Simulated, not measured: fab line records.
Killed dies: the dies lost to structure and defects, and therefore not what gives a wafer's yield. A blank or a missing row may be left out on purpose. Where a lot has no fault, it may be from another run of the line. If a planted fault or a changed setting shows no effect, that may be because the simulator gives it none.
fab line records	flow n5-finfet
record: lots: 7	wafers: 21
route steps=1938 shown BEOL_M2@867 BEOL_M3@938 BEOL_M4@1027 BEOL_M5@1112 BEOL_M6@1221
start-h: the number of hours between the record's first day and the start of the first shown wafer of the lot	wait-h: time in hours since the lot's previous step	" unchanged from the row above	L1.1+2: a single row standing in for several wafers	- either no value or no given start	* or withheld: withheld	< > ~ a bound
route shown NAME@n: a module of which the file shows steps, and the number in the route of the first	usual: mean/standard deviation of fault-free wafers	same: alike in all rows	chamber/n: place in a boat	sites: readings site by site	_std_site: the standard deviation of these	_edge_site: outer sites' mean less inner sites'	radius-mm: how far each site lies from the wafer's centre	mask NAME#n: copy n	behind: tool/chamber where the wafer was last shaped	hold: cause of the lot's hold/its duration in hours/its outcome	device: the transistor (n, p or np) that didn't switch	end of line: at the end of the route, the tests of the same wafers	where a step has no rows: the recipe by itself	killed: at the first sort, the dies lost to defects and structure; wafer yield is something else	map: a wafer's dies, marking killed ones x, the rest . and places with no die _
set.NAME: setting as actually run; set.NAME@STEP: the setting as run at that earlier step	model.NAME: the simulator's own value behind a step, which no gauge read
lots run with intentionally changed settings; tables by step, rows by wafer
== steps ==
step: N5_BEOL_M2_COAT_67
recipe: resist: SOC	temp-c: 250	time-s: 60	spin-rpm: 1500	resist-thk-nm: 60
lot.wafer	tool	chamber	start-h	wait-h	set.spin-rpm	model.SOC_of_BEOL_M2_COAT_67.thk-nm
L075.1+4+5	litho-track-01	0	144.49	0.0	1500	60.2
L077.4+6	litho-track-05	0	152.64	0.0	1564	59
L077.5	"	0	"	"	1500	60.4
L079.1	litho-track-01	0	167.03	0.0	1500	60
L079.4	"	0	"	"	1563	58.6
L079.6	"	0	"	"	1563	58.8
L082.3	litho-track-05	0	181.80	0.0	1624	58
L082.4	"	0	"	"	1500	60.2
L082.5	"	0	"	"	1624	57.8
L085.3	litho-track-05	0	207.81	0.0	1500	60.2
L085.5+6	"	0	"	"	1500	60
L086.2	litho-track-01	0	213.14	0.0	1500	59.6
L086.4+6	"	0	"	"	1500	60
L092.3+4	litho-track-05	0	243.71	0.0	1500	60.2
L092.5	"	0	"	"	1357	63.2
step: N5_BEOL_M2_COAT_68
recipe: resist: SiARC	temp-c: 220	time-s: 60	spin-rpm: 1500	resist-thk-nm: 12
step: N5_BEOL_M2_COAT_76
recipe: resist: underlayer	temp-c: 205	time-s: 60	spin-rpm: 1500	resist-thk-nm: 5
step: N5_BEOL_M2_ALD_98
recipe: material: SiO2	target-thk-a: 25	temp-c: 100	ald-precursor-family: BDEAS	ald-co-reactant: O2-plasma	pulse-time-s: 1	co-reactant-pulse-time-s: 1	purge-time-s: 2	co-reactant-purge-time-s: 2	ald-cycles: 17	pressure-torr: 2
step: N5_BEOL_M2_ETCHBACK_99
recipe: chemistry: CHF3	target: SiO2	target-depth-a: 50	time-s: 10.4	source-w: 215	bias-w: 47	Ar_flow_sccm: 200	CHF3_flow_sccm: 12	ion-energy-ev: 100	pressure-mtorr: 30
step: N5_BEOL_M2_ETCH_70
recipe: chemistry: N2/H2	target: SOC	target-depth-a: 800	overetch-a: 240	mask-material: SiARC	temp-c: 40	time-s: 130	ion-energy-ev: 200	pressure-mtorr: 30	source-w: 840	bias-w: 150	n2-flow-sccm: 200	h2-flow-sccm: 200
lot.wafer	tool	chamber	start-h	wait-h	set.spin-rpm@BEOL_M2_COAT_67	model.etch.depth-nm
L075.1	rie-diel-04	2	150.97	0.0	1500	60.23
L075.4	"	0	"	"	1500	60.12
L075.5	"	3	"	"	1500	60.16
L077.4	rie-diel-02	3	155.36	0.0	1564	58.96
L077.5	"	2	"	"	1500	60.43
L077.6	"	0	"	"	1564	59.04
L079.1	rie-diel-05	0	174.97	0.0	1500	60.03
L079.4	"	2	"	"	1563	58.6
L079.6	"	0	"	"	1563	58.88
L082.3	rie-diel-04	3	182.85	0.0	1624	57.97
L082.4	"	1	"	"	1500	60.24
L082.5	"	2	"	"	1624	57.72
L085.3	rie-diel-02	1	209.34	0.0	1500	60.13
L085.5	"	2	"	"	1500	59.92
L085.6	"	3	"	"	1500	59.99
L086.2	rie-diel-02	3	214.09	0.0	1500	59.63
L086.4	"	0	"	"	1500	60
L086.6	"	3	"	"	1500	59.96
L092.3	rie-diel-02	2	247.13	0.0	1500	60.17
L092.4	"	0	"	"	1500	60.18
L092.5	"	3	"	"	1357	63.27
step: N5_BEOL_M2_STRIP_71
recipe: chemistry: N2/H2	temp-c: 40	n2-flow-sccm: 200	h2-flow-sccm: 200	rf-frequency-hz: 6e+07
step: N5_BEOL_M2_STRIP_78
recipe: chemistry: N2/H2	temp-c: 40	n2-flow-sccm: 200	h2-flow-sccm: 200	rf-frequency-hz: 6e+07
step: N5_BEOL_M2_VIA_ETCH_34
recipe: chemistry: C4F6/O2	target-depth-a: 694	mask-material: SOC	pressure-mtorr: 15	ion-energy-ev: 250	taper-deg: 4	time-s: 65.9	source-w: 350	bias-w: 170	Ar_flow_sccm: 300	C4F6_flow_sccm: 10	O2_flow_sccm: 10
lot.wafer	tool	chamber	start-h	wait-h	set.spin-rpm@BEOL_M2_COAT_67	model.SOC_of_BEOL_M2_COAT_67.thk-nm
L075.1+4	rie-diel-04	2,0	151.08	0.0	1500	51.8
L075.5	"	3	"	"	1500	52
L077.4	rie-diel-02	3	155.45	0.0	1564	50.8
L077.5	"	2	"	"	1500	52.2
L077.6	"	0	"	"	1564	51
L079.1	rie-diel-05	0	175.08	0.0	1500	51.8
L079.4	"	2	"	"	1563	50.6
L079.6	"	0	"	"	1563	50.8
L082.3	rie-diel-04	3	182.96	0.0	1624	49.8
L082.4	"	1	"	"	1500	52.2
L082.5	"	2	"	"	1624	49.4
L085.3	rie-diel-02	1	209.44	0.0	1500	52
L085.5	"	2	"	"	1500	51.6
L085.6	"	3	"	"	1500	51.8
L086.2	rie-diel-02	3	214.19	0.0	1500	51.4
L086.4+6	"	0,3	"	"	1500	52
L092.3	rie-diel-02	2	247.23	0.0	1500	52
L092.4	"	0	"	"	1500	52.2
L092.5	"	3	"	"	1357	55.2
step: N5_BEOL_M3_COAT_05
recipe: resist: CAR-EUV	spin-rpm: 1500	resist-thk-nm: 30
lot.wafer	tool	chamber	start-h	wait-h	set.spin-rpm	model.CAR-EUV_of_BEOL_M3_COAT_05.thk-nm
L075.1+5	litho-track-05	0	-	-	1500	30
L075.4	"	0	"	"	1500	30.2
L077.4+6	litho-track-03	0	-	-	1500	30
L077.5	"	0	"	"	1500	30.2
L079.1+4	litho-track-02	0	-	-	1500	30
L079.6	"	0	"	"	1500	30.2
L082.3	litho-track-02	0	-	-	1500	30
L082.4	"	0	"	"	1500	29.8
L082.5	"	0	"	"	1407	31
L085.3+5+6	litho-track-02	0	-	-	1500	30.2
L086.2	litho-track-05	0	-	-	1376	31.2
L086.4+6	"	0	"	"	1500	30
L092.3+4	litho-track-02	0	-	-	1343	31.8
L092.5	"	0	"	"	1500	30
step: N5_BEOL_M3_ETCH_70
recipe: chemistry: N2/H2	target: SOC	target-depth-a: 800	overetch-a: 160	mask-material: SiARC	temp-c: 40	time-s: 120	ion-energy-ev: 200	pressure-mtorr: 30	source-w: 840	bias-w: 150	n2-flow-sccm: 200	h2-flow-sccm: 200
usual: rf-vpp-V: 522.1/1.6
lot.wafer	tool	chamber	start-h	wait-h	set.source-w	rf-vpp-V
L075.1	rie-diel-03	3	161.70	0.0	840	520.4
L075.4	"	0	"	"	840	524.0
L075.5	"	2	"	"	840	523.7
L077.4	rie-diel-06	3	164.49	0.0	840	520.8
L077.5	"	1	"	"	840	520.5
L077.6	"	2	"	"	840	522.1
L079.1	rie-diel-01	0	182.95	0.0	840	521.4
L079.4	"	1	"	"	894	510.7
L079.6	"	3	"	"	840	523.3
L082.3	rie-diel-06	1	198.33	0.0	721.6	546.7
L082.4	"	3	"	"	721.6	548.2
L082.5	"	0	"	"	840	521.9
L085.3	rie-diel-06	2	219.87	0.0	840	522.0
L085.5	"	2	"	"	840	522.8
L085.6	"	3	"	"	840	522.3
L086.2	rie-diel-06	2	234.36	0.0	840	523.7
L086.4	"	1	"	"	840	521.5
L086.6	"	1	"	"	840	520.0
L092.3	rie-diel-06	3	264.90	0.0	711.3	550.5
L092.4	"	2	"	"	840	522.3
L092.5	"	0	"	"	840	520.7
step: N5_BEOL_M4_COAT_73
recipe: resist: underlayer	temp-c: 205	time-s: 60	spin-rpm: 1500	resist-thk-nm: 5
lot.wafer	tool	chamber	start-h	wait-h	set.spin-rpm
L075.1+4+5	litho-track-01	0	-	-	1500
L077.4+6	litho-track-04	0	-	-	1500
L077.5	"	0	"	"	1662
L079.1+4+6	litho-track-02	0	-	-	1500
L082.3	litho-track-02	0	-	-	1443
L082.4+5	"	0	"	"	1500
L085.3	litho-track-04	0	-	-	1500
L085.5+6	"	0	"	"	1406
L086.2+6	litho-track-02	0	-	-	1500
L086.4	"	0	"	"	1628
L092.3+4+5	litho-track-04	0	-	-	1500
step: N5_BEOL_M4_COAT_05
recipe: resist: CAR-EUV	spin-rpm: 1500	resist-thk-nm: 30
step: N5_BEOL_M4_EBR_07
recipe: solvent: PGMEA	ebr-width-mm: 1.5
step: N5_BEOL_M4_DESCUM_16
recipe: chemistry: O2	time-s: 7	source-power-w: 50	bias-power-w: 20	pressure-mtorr: 20	rf-frequency-hz: 2.712e+07	temp-c: 40	resist: CAR-EUV	o2-flow-sccm: 225
step: N5_BEOL_M4_ETCH_74
recipe: chemistry: N2/H2	target: underlayer	target-depth-a: 65	mask-material: CAR-EUV	time-s: 5.2	ion-energy-ev: 200	pressure-mtorr: 30	source-w: 840	bias-w: 150	n2-flow-sccm: 200	h2-flow-sccm: 200	ends: cleared
lot.wafer	tool	chamber	start-h	wait-h	set.spin-rpm@BEOL_M4_COAT_73	model.etch.depth-nm
L075.1	rie-diel-02	3	168.67	0.0	1500	5.026
L075.4	"	1	"	"	1500	5.006
L075.5	"	3	"	"	1500	5.001
L077.4	rie-diel-04	1	170.51	0.0	1500	4.988
L077.5	"	1	"	"	1662	4.728
L077.6	"	2	"	"	1500	5
L079.1	rie-diel-05	3	191.50	0.0	1500	5.001
L079.4	"	2	"	"	1500	5.006
L079.6	"	1	"	"	1500	5.004
L082.3	rie-diel-04	0	205.71	0.0	1443	5.101
L082.4	"	2	"	"	1500	5.008
L082.5	"	2	"	"	1500	4.993
L085.3	rie-diel-05	3	226.53	0.0	1500	5.003
L085.5	"	2	"	"	1406	5.153
L085.6	"	3	"	"	1406	5.16
L086.2	rie-diel-02	1	241.21	0.0	1500	5.009
L086.4	"	2	"	"	1628	4.824
L086.6	"	3	"	"	1500	5.014
L092.3	rie-diel-02	3	272.07	0.0	1500	5.039
L092.4	"	2	"	"	1500	5.044
L092.5	"	1	"	"	1500	5.036
step: N5_BEOL_M5_ILD_DEP_00
recipe: material: SiCOH_lowk	target-thk-a: 1406.4	temp-c: 300	precursor: DEMS/porogen	pressure-torr: 5	rf-w: 500	time-s: 25.9
lot.wafer	tool	chamber	start-h	wait-h	set.time-s	model.SiCOH_lowk_of_BEOL_M5_ILD_DEP_00.thk-nm
L075.1+4	pecvd-04	0	184.06	0.8	25.9	140.8
L075.5	"	1	"	"	25.9	143.4
L077.4	pecvd-03	2	184.43	0.4	25.9	140.8
L077.5	"	1	"	"	24.46	135
L077.6	"	0	"	"	25.9	141.4
L079.1	pecvd-03	0	201.48	0.8	25.9	140.6
L079.4	"	1	"	"	25.9	140.2
L079.6	"	2	"	"	25.9	138.6
L082.3	pecvd-03	0	214.58	0.5	25.9	142.2
L082.4	"	1	"	"	24.66	135.2
L082.5	"	1	"	"	25.9	142
L085.3	pecvd-03	1	239.75	0.5	23.86	131.8
L085.5	"	0	"	"	23.86	130.6
L085.6	"	1	"	"	25.9	141.8
L086.2	pecvd-04	2	252.01	0.7	25.9	138.6
L086.4	"	2	"	"	25.9	140.4
L086.6	"	0	"	"	25.9	141
L092.3	pecvd-04	1	281.45	0.5	28.36	154
L092.4	"	0	"	"	25.9	143
L092.5	"	2	"	"	28.36	153.2
step: N5_BEOL_M5_CURE_79
recipe: temp-c: 385	time-s: 240	ambient: He/Ar	material: SiCOH_lowk
lot.wafer	tool	chamber	start-h	wait-h	set.time-s@BEOL_M5_ILD_DEP_00	model.SiCOH_lowk_of_BEOL_M5_ILD_DEP_00.thk-nm
L075.1+4	uv-cure-01	0	184.12	0.0	25.9	121.2
L075.5	"	0	"	"	25.9	123.4
L077.4	uv-cure-02	1	184.71	0.3	25.9	121.2
L077.5	"	1	"	"	24.46	116
L077.6	"	1	"	"	25.9	121.6
L079.1	uv-cure-03	0	201.54	0.0	25.9	121
L079.4	"	0	"	"	25.9	120.6
L079.6	"	0	"	"	25.9	119.2
L082.3+5	uv-cure-01	1	214.80	0.2	25.9	122.2
L082.4	"	1	"	"	24.66	116.2
L085.3	uv-cure-02	1	239.97	0.2	23.86	113.4
L085.5	"	1	"	"	23.86	112.2
L085.6	"	1	"	"	25.9	122
L086.2	uv-cure-03	2	252.23	0.2	25.9	119.2
L086.4	"	2	"	"	25.9	120.8
L086.6	"	2	"	"	25.9	121.4
L092.3	uv-cure-03	2	281.67	0.2	28.36	132.6
L092.4	"	2	"	"	25.9	123
L092.5	"	2	"	"	28.36	131.8
step: N5_BEOL_M5_THK_MEAS_01
recipe: reads: SiCOH_lowk_of_BEOL_M5_ILD_DEP_00
usual: M5_ILD_THK: 121.0/1.4
lot.wafer	tool	chamber	start-h	wait-h	set.time-s@BEOL_M5_ILD_DEP_00	M5_ILD_THK[nm]
L075.1	film-metro-02	-	184.63	0.4	25.9	121.1
L075.4	"	-	"	"	25.9	121.3
L075.5	"	-	"	"	25.9	123.4
L077.4	film-metro-02	-	184.98	0.2	25.9	121.1
L077.5	"	-	"	"	24.46	116.0
L077.6	"	-	"	"	25.9	121.7
L079.1	film-metro-02	-	202.06	0.4	25.9	121.1
L079.4	"	-	"	"	25.9	120.7
L079.6	"	-	"	"	25.9	119.1
L082.3	film-metro-01	-	215.15	0.3	25.9	122.3
L082.4	"	-	"	"	24.66	116.3
L082.5	"	-	"	"	25.9	122.2
L085.3	film-metro-01	-	240.32	0.3	23.86	113.5
L085.5	"	-	"	"	23.86	112.3
L085.6	"	-	"	"	25.9	121.9
L086.2	film-metro-01	-	253.06	0.7	25.9	119.2
L086.4	"	-	"	"	25.9	120.7
L086.6	"	-	"	"	25.9	121.2
L092.3	film-metro-01	-	282.04	0.3	28.36	132.6
L092.4	"	-	"	"	25.9	123.0
L092.5	"	-	"	"	28.36	131.9
step: N5_BEOL_M5_PECVD_70
recipe: material: SiO2	target-thk-a: 160	temp-c: 400	precursor: TEOS/O2	pressure-torr: 5.5	rf-w: 450	teos-flow-sccm: 53.8	gas: O2	flow-sccm: 3000	time-s: 18
lot.wafer	tool	chamber	start-h	wait-h	set.time-s	model.SiO2_of_BEOL_M5_PECVD_70.thk-nm
L075.1+4	pecvd-04	2,1	184.67	0.0	18	15.8
L075.5	"	2	"	"	18	16
L077.4	pecvd-02	2	185.04	0.1	18	16.4
L077.5	"	1	"	"	20.64	18.2
L077.6	"	0	"	"	20.64	18.6
L079.1	pecvd-04	0	202.09	0.0	18	15.8
L079.4+6	"	1,2	"	"	18	16
L082.3	pecvd-02	0	215.19	0.0	18	16
L082.4	"	2	"	"	16.14	14.2
L082.5	"	0	"	"	18	16.4
L085.3+5	pecvd-04	2,1	240.38	0.1	18	15.6
L085.6	"	0	"	"	18	15.8
L086.2+6	pecvd-04	0	253.10	0.0	19.7	17.4
L086.4	"	1	"	"	18	16.2
L092.3+5	pecvd-04	2,0	282.08	0.0	18	16
L092.4	"	2	"	"	18.72	16.6
step: N5_BEOL_M5_COAT_66
recipe: resist: SiARC	temp-c: 220	time-s: 60	spin-rpm: 1500	resist-thk-nm: 12
lot.wafer	tool	chamber	start-h	wait-h	set.spin-rpm	model.SiARC_of_BEOL_M5_COAT_66.thk-nm
L075.1+4+5	litho-track-05	0	-	-	1500	12
L077.4+5	litho-track-04	0	-	-	1589	11.6
L077.6	"	0	"	"	1500	12
L079.1+6	litho-track-03	0	-	-	1500	12
L079.4	"	0	"	"	1338	12.8
L082.3+4+5	litho-track-03	0	-	-	1500	12
L085.3	litho-track-04	0	-	-	1590	11.6
L085.5+6	"	0	"	"	1500	12
L086.2+4	litho-track-04	0	-	-	1500	12
L086.6	"	0	"	"	1611	11.6
L092.3	litho-track-03	0	-	-	1500	12
L092.4+5	"	0	"	"	1608	11.6
step: N5_BEOL_M5_COAT_74
recipe: resist: underlayer	temp-c: 205	time-s: 60	spin-rpm: 1500	resist-thk-nm: 5
lot.wafer	tool	chamber	start-h	wait-h	set.spin-rpm
L075.1+4+5	litho-track-05	0	-	-	1500
L077.4+6	litho-track-04	0	-	-	1444
L077.5	"	0	"	"	1500
L079.1	litho-track-03	0	-	-	1500
L079.4+6	"	0	"	"	1397
L082.3+4+5	litho-track-03	0	-	-	1409
L085.3+5+6	litho-track-04	0	-	-	1500
L086.2+4+6	litho-track-04	0	-	-	1500
L092.3	litho-track-03	0	-	-	1597
L092.4+5	"	0	"	"	1500
step: N5_BEOL_M5_COAT_22
recipe: resist: CAR-EUV	spin-rpm: 1500	resist-thk-nm: 30
step: N5_BEOL_M5_EBR_24
recipe: solvent: PGMEA	ebr-width-mm: 1.5
step: N5_BEOL_M5_DESCUM_33
recipe: chemistry: O2	time-s: 7	source-power-w: 50	bias-power-w: 20	pressure-mtorr: 20	rf-frequency-hz: 2.712e+07	temp-c: 40	resist: CAR-EUV	o2-flow-sccm: 225
step: N5_BEOL_M5_ETCH_75
recipe: chemistry: N2/H2	target: underlayer	target-depth-a: 65	mask-material: CAR-EUV	time-s: 5.2	ion-energy-ev: 200	pressure-mtorr: 30	source-w: 840	bias-w: 150	n2-flow-sccm: 200	h2-flow-sccm: 200	ends: cleared
lot.wafer	tool	chamber	start-h	wait-h	set.spin-rpm@BEOL_M5_COAT_74	model.etch.depth-nm
L075.1	rie-diel-06	0	187.63	0.0	1500	5.012
L075.4	"	3	"	"	1500	5.007
L075.5	"	3	"	"	1500	5.01
L077.4	rie-diel-01	1	187.93	0.0	1444	5.125
L077.5	"	3	"	"	1500	5.028
L077.6	"	2	"	"	1444	5.119
L079.1	rie-diel-06	3	203.81	0.0	1500	4.995
L079.4	"	0	"	"	1397	5.2
L079.6	"	3	"	"	1397	5.197
L082.3	rie-diel-03	1	219.56	0.0	1409	5.151
L082.4	"	0	"	"	1409	5.157
L082.5	"	3	"	"	1409	5.172
L085.3	rie-diel-06	1	244.06	0.0	1500	5.018
L085.5	"	3	"	"	1500	5.007
L085.6	"	0	"	"	1500	5.008
L086.2	rie-diel-06	0	257.76	0.0	1500	4.997
L086.4	"	3	"	"	1500	4.984
L086.6	"	3	"	"	1500	5.005
L092.3	rie-diel-03	3	290.63	0.0	1597	4.849
L092.4	"	1	"	"	1500	5.01
L092.5	"	0	"	"	1500	5.014
step: N5_BEOL_M5_ETCH_67
recipe: chemistry: CF4	target: SiARC	target-depth-a: 156	mask-material: CAR-EUV	time-s: 26	ion-energy-ev: 80	pressure-mtorr: 40	source-w: 545	bias-w: 36	Ar_flow_sccm: 100	cf4-flow-sccm: 100	ends: cleared
usual: etch-rf-on-time-s: 25.9/0.59
lot.wafer	tool	chamber	start-h	wait-h	set.spin-rpm@BEOL_M5_COAT_66	etch-rf-on-time-s	model.etch.depth-nm	model.CAR-EUV_of_BEOL_M5_COAT_22.thk-nm
L075.1	rie-diel-06	0	187.64	0.0	1500	26.1	12.03	11
L075.4	"	3	"	"	1500	26.0	12.03	11.2
L075.5	"	3	"	"	1500	25.9	12.04	11.2
L077.4	rie-diel-01	1	187.94	0.0	1589	24.9	11.65	11.4
L077.5	"	3	"	"	1589	24.3	11.67	11.4
L077.6	"	2	"	"	1500	25.4	12.03	11
L079.1	rie-diel-06	3	203.83	0.0	1500	25.9	12.01	11.2
L079.4	"	0	"	"	1338	27.8	12.73	10.4
L079.6	"	3	"	"	1500	26.1	12.02	11
L082.3	rie-diel-03	1	219.57	0.0	1500	26.0	11.97	11
L082.4	"	0	"	"	1500	26.3	12.02	11
L082.5	"	3	"	"	1500	26.2	12	11
L085.3	rie-diel-06	1	244.07	0.0	1590	25.3	11.69	11.4
L085.5	"	3	"	"	1500	25.8	12	11.2
L085.6	"	0	"	"	1500	26.3	12.05	11
L086.2	rie-diel-06	0	257.77	0.0	1500	26.4	12.03	11
L086.4	"	3	"	"	1500	26.2	12	11.2
L086.6	"	3	"	"	1611	25.5	11.66	11.4
L092.3	rie-diel-03	3	290.65	0.0	1500	26.6	11.94	11.4
L092.4	"	1	"	"	1608	25.4	11.55	11.4
L092.5	"	0	"	"	1608	25.6	11.57	11.6
step: N5_BEOL_M5_ETCH_68
recipe: chemistry: N2/H2	target: SOC	target-depth-a: 800	overetch-a: 160	mask-material: SiARC	temp-c: 40	time-s: 120	ion-energy-ev: 200	pressure-mtorr: 30	source-w: 840	bias-w: 150	n2-flow-sccm: 200	h2-flow-sccm: 200
lot.wafer	tool	chamber	start-h	wait-h	set.spin-rpm@BEOL_M5_COAT_66	model.SiARC_of_BEOL_M5_COAT_66.thk-nm
L075.1	rie-diel-06	0	187.67	0.0	1500	6.6
L075.4+5	"	3	"	"	1500	6.4
L077.4+5	rie-diel-01	1,3	187.97	0.0	1589	6
L077.6	"	2	"	"	1500	6.2
L079.1+6	rie-diel-06	3	203.86	0.0	1500	6.4
L079.4	"	0	"	"	1338	7.4
L082.3+4+5	rie-diel-03	1,0,3	219.60	0.0	1500	6.4
L085.3	rie-diel-06	1	244.10	0.0	1590	6.2
L085.5	"	3	"	"	1500	6.4
L085.6	"	0	"	"	1500	6.8
L086.2	rie-diel-06	0	257.80	0.0	1500	6.6
L086.4	"	3	"	"	1500	6.4
L086.6	"	3	"	"	1611	6
L092.3	rie-diel-03	3	290.67	0.0	1500	6.4
L092.4+5	"	1,0	"	"	1608	6
step: N5_BEOL_M6_COAT_22
recipe: resist: CAR-EUV	spin-rpm: 1500	resist-thk-nm: 30
lot.wafer	tool	chamber	start-h	wait-h	set.spin-rpm	model.CAR-EUV_of_BEOL_M6_COAT_22.thk-nm
L075.1+4+5	litho-track-01	0	-	-	1500	30
L077.4+5+6	litho-track-01	0	-	-	1500	30
L079.1+4	litho-track-01	0	-	-	1554	29.4
L079.6	"	0	"	"	1500	30
L082.3+4+5	litho-track-02	0	-	-	1500	30
L085.3	litho-track-03	0	-	-	1500	30.2
L085.5	"	0	"	"	1662	28.6
L085.6	"	0	"	"	1500	30
L086.2+6	litho-track-02	0	-	-	1500	30.2
L086.4	"	0	"	"	1623	29
L092.3	litho-track-01	0	-	-	1604	29.2
L092.4+5	"	0	"	"	1500	30.2
== key ==
split: step: N5_BEOL_M2_COAT_67	setting: spin-rpm	stated: 1500	by: wafer
response: step: N5_BEOL_M2_COAT_67	reading: model.SOC_of_BEOL_M2_COAT_67.thk-nm	change: -0.303	per: 1%	r: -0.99
response: step: N5_BEOL_M2_ETCH_70	reading: model.etch.depth-nm	change: -0.312	per: 1%	r: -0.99
response: step: N5_BEOL_M2_VIA_ETCH_34	reading: model.SOC_of_BEOL_M2_COAT_67.thk-nm	change: -0.314	per: 1%	r: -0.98
split: step: N5_BEOL_M3_COAT_05	setting: spin-rpm	stated: 1500	by: wafer
response: step: N5_BEOL_M3_COAT_05	reading: model.CAR-EUV_of_BEOL_M3_COAT_05.thk-nm	change: -0.164	per: 1%	r: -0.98
split: step: N5_BEOL_M3_ETCH_70	setting: source-w	stated: 840	by: wafer
response: step: N5_BEOL_M3_ETCH_70	reading: rf-vpp-V	change: -1.86	per: 1%	r: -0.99
split: step: N5_BEOL_M4_COAT_73	setting: spin-rpm	stated: 1500	by: wafer
response: step: N5_BEOL_M4_ETCH_74	reading: model.etch.depth-nm	change: -0.0239	per: 1%	r: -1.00
split: step: N5_BEOL_M5_ILD_DEP_00	setting: time-s	stated: 25.9	by: wafer
response: step: N5_BEOL_M5_ILD_DEP_00	reading: model.SiCOH_lowk_of_BEOL_M5_ILD_DEP_00.thk-nm	change: +1.22	per: 1%	r: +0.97
response: step: N5_BEOL_M5_CURE_79	reading: model.SiCOH_lowk_of_BEOL_M5_ILD_DEP_00.thk-nm	change: +1.06	per: 1%	r: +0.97
response: step: N5_BEOL_M5_THK_MEAS_01	reading: M5_ILD_THK	change: +1.05	per: 1%	r: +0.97
split: step: N5_BEOL_M5_PECVD_70	setting: time-s	stated: 18	by: wafer
response: step: N5_BEOL_M5_PECVD_70	reading: model.SiO2_of_BEOL_M5_PECVD_70.thk-nm	change: +0.149	per: 1%	r: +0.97
split: step: N5_BEOL_M5_COAT_66	setting: spin-rpm	stated: 1500	by: wafer
response: step: N5_BEOL_M5_COAT_66	reading: model.SiARC_of_BEOL_M5_COAT_66.thk-nm	change: -0.0654	per: 1%	r: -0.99
response: step: N5_BEOL_M5_ETCH_67	reading: etch-rf-on-time-s	change: *	per: 1%	r: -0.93
response: step: N5_BEOL_M5_ETCH_67	reading: model.etch.depth-nm	change: -0.0588	per: 1%	r: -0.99
response: step: N5_BEOL_M5_ETCH_67	reading: model.CAR-EUV_of_BEOL_M5_COAT_22.thk-nm	change: +0.0498	per: 1%	r: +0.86
response: step: N5_BEOL_M5_ETCH_68	reading: model.SiARC_of_BEOL_M5_COAT_66.thk-nm	change: -0.0712	per: 1%	r: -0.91
split: step: N5_BEOL_M5_COAT_74	setting: spin-rpm	stated: 1500	by: wafer
response: step: N5_BEOL_M5_ETCH_75	reading: model.etch.depth-nm	change: -0.0272	per: 1%	r: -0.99
split: step: N5_BEOL_M6_COAT_22	setting: spin-rpm	stated: 1500	by: wafer
response: step: N5_BEOL_M6_COAT_22	reading: model.CAR-EUV_of_BEOL_M6_COAT_22.thk-nm	change: -0.143	per: 1%	r: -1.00
